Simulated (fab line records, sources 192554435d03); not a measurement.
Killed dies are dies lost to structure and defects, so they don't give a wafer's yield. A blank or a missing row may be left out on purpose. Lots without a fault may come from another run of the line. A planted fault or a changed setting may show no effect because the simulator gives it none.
Split-lot experiment | flow n5_finfet | 7 lots, 21 wafers read, on a route of 1938 steps

THE SPLIT
At N5_BEOL_M0_SAQP_COAT_72 (time 60 s, resist thk 15 nm), the setting spin_rpm was moved away from the recipe's 1500 rpm on 8 of the 21 wafers read, by -9.3% to +5.3%. The other wafers ran this setting at the recipe's value.

FROM THE SPLIT TO THE READING: what the file shows between them, 4 steps
- N5_BEOL_M0_SAQP_COAT_87: time 60 s, resist thk 5 nm
- N5_BEOL_M0_SAQP_COAT_34: resist thk 30 nm
- N5_BEOL_M0_SAQP_DESCUM_45: chemistry O2, time 7 s
- N5_BEOL_M0_SAQP_ETCH_88: etches underlayer in N2/H2, target depth 6.5 nm, time 5.2 s

THE READING
etch.depth_nm (the simulator's own value, which no gauge read), in nm, at N5_BEOL_M0_SAQP_ETCH_73 (etches SiARC in CF4, target depth 19.5 nm, time 32.5 s). The file gives no usual value for it. The 13 wafers here that ran the recipe average 15.03 nm, standard deviation 0.067 nm.

wafer  | tool, chamber at the split | spin_rpm as run, rpm | against the recipe | etch.depth_nm, nm | against lot-mates on the recipe
L075.1 | litho_track-03, 0          | 1500                 | recipe             | 15.1              | -
L075.2 | litho_track-03, 0          | 1500                 | recipe             | 15.09             | -
L075.5 | litho_track-03, 0          | 1500                 | recipe             | 15.09             | -
L080.1 | litho_track-05, 0          | 1500                 | recipe             | 14.88             | -
L080.5 | litho_track-05, 0          | 1578                 | +5.2%              | 14.58             | -0.30
L080.6 | litho_track-05, 0          | 1578                 | +5.2%              | 14.57             | -0.31
L082.1 | litho_track-01, 0          | 1573                 | +4.9%              | 14.65             | -0.40
L082.3 | litho_track-01, 0          | 1500                 | recipe             | 15.05             | -
L082.4 | litho_track-01, 0          | 1573                 | +4.9%              | 14.71             | -0.34
L084.1 | litho_track-05, 0          | 1500                 | recipe             | 15                | -
L084.2 | litho_track-05, 0          | 1500                 | recipe             | 14.97             | -
L084.4 | litho_track-05, 0          | 1360                 | -9.3%              | 15.67             | +0.69
L085.1 | litho_track-05, 0          | 1380                 | -8.0%              | 15.66             | +0.70
L085.5 | litho_track-05, 0          | 1500                 | recipe             | 14.91             | -
L085.6 | litho_track-05, 0          | 1500                 | recipe             | 15.02             | -
L089.3 | litho_track-05, 0          | 1500                 | recipe             | 15.08             | -
L089.4 | litho_track-05, 0          | 1500                 | recipe             | 15.03             | -
L089.6 | litho_track-05, 0          | 1500                 | recipe             | 15.05             | -
L094.1 | litho_track-03, 0          | 1500                 | recipe             | 15.06             | -
L094.4 | litho_track-03, 0          | 1580                 | +5.3%              | 14.66             | -0.40
L094.6 | litho_track-03, 0          | 1580                 | +5.3%              | 14.65             | -0.41

THE FIT
A straight line over all 21 wafers: etch.depth_nm changes by -0.0745 nm for each +1% of spin_rpm; r = -0.98; the points scatter about the line by 0.062 nm.
The same after taking each lot's own level away (the mean of its wafers on the recipe; 21 wafers): -0.075 nm for each +1%; r = -0.99; scatter 0.04 nm.
On that fit, the largest move of spin_rpm shifts the reading by 0.7 nm.
The lots' own levels span 14.880 to 15.093 nm, that is 3.2 times the standard deviation above.
So the lot-to-lot level changes the slope little: the two slopes agree.
Check: with one of the wafers moved furthest among these (-9.3%) left out of the fit, the line predicts +0.726 nm for it against its lot-mates. It came out at +0.685 nm against them.

OTHER SPLITS ON THESE WAFERS
These wafers also went through other splits before the reading. Each is held against what the fit with the lots' levels taken away leaves over:
other split on the same wafers       | wafers away from the commonest value | r with etch.depth_nm (lot level and that fit taken away)
N5_MOL_CONTACT_COAG_ETCH_105 bias_w  | 6                                    | +0.12
N5_MOL_CONTACT_COAG_ETCH_91 source_w | 11                                   | +0.17
N5_BEOL_M0_SAQP_COAT_69 spin_rpm     | 9                                    | +0.51

THE WHOLE CHAIN: every reading that the file lists as answering this split, in the file's order
step                    | what it does                                           | reading                                                                               | change (the file's fit)                | r (the file's)
N5_BEOL_M0_SAQP_COAT_72 | time 60 s, resist thk 15 nm                            | SiARC_of_BEOL_M0_SAQP_COAT_72.thk_nm (the simulator's own value, which no gauge read) | -0.0653 nm for each +1% of the setting | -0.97
N5_BEOL_M0_SAQP_ETCH_73 | etches SiARC in CF4, target depth 19.5 nm, time 32.5 s | etch.depth_nm (the simulator's own value, which no gauge read)                        | -0.0759 nm for each +1% of the setting | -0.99

THE FILE'S OWN FIT
etch.depth_nm changes by -0.0759 nm for each +1% of spin_rpm, r = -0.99.
